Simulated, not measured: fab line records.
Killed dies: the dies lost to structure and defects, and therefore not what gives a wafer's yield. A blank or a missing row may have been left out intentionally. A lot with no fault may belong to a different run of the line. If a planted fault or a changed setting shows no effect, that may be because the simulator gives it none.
Chamber matching | flow nand harc | 4 sister chambers for NHARC_A_CHANNEL_FILL_D1_ALD_02 on ald hk-04
The step deposits SiO2, target thk 6 nm, pulse time 10 s, ald cycles 60. 8 wafers are shown with their chamber, then 7 later ones without.

## WAFERS, EACH WITH ITS CHAMBER
wafer  | chamber | heater power w (W) | precursor pulse height rel
L078.6 | 0       | 521                | 0.959
L087.4 | 3       | 449                | 1.002
L087.6 | 0       | 512                | 1.009
L085.1 | 1       | 441                | 0.995
L085.3 | 2       | 529                | 1.005
L085.5 | 3       | 448                | 0.971
L092.1 | 1       | 430                | 1.011
L092.3 | 2       | 534                | 1.037

## WAFERS WITHOUT THEIR CHAMBER
wafer  | heater power w (W) | precursor pulse height rel
L092.4 | 512                | 0.962
L094.1 | 437                | 1.006
L094.2 | 526                | 0.990
L094.5 | 511                | 1.007
L097.1 | 533                | 1.014
L097.2 | 507                | 1.001
L097.3 | 433                | 0.967

## THE CHAMBER EACH PASSED THROUGH
wafer  | from the rows above     | in truth
L092.4 | 0                       | 0
L094.1 | can't be placed: 1 or 3 | 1
L094.2 | can't be placed: 2 or 0 | 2
L094.5 | 0                       | 0
L097.1 | 2                       | 2
L097.2 | 0                       | 0
L097.3 | can't be placed: 1 or 3 | 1
4 of 7 placed correctly. Can't be placed from these rows: 3 (the true chamber is among the candidates in 3). Placed wrongly: 0.
How it was worked out, from the rows above alone: a wafer's distance from a chamber is the root of the sum, over the readings, of the square of ((its reading less the chamber's mean) divided by the reading's scatter). If the next closest chamber is less than 2 further off than the closest, the wafer can't be placed; otherwise it belongs to the closest. A chamber's mean is the mean of its shown wafers. The scatter: the root of (the sum of the squares of (reading less its chamber's mean) over the shown wafers, divided by (wafers less chambers)).
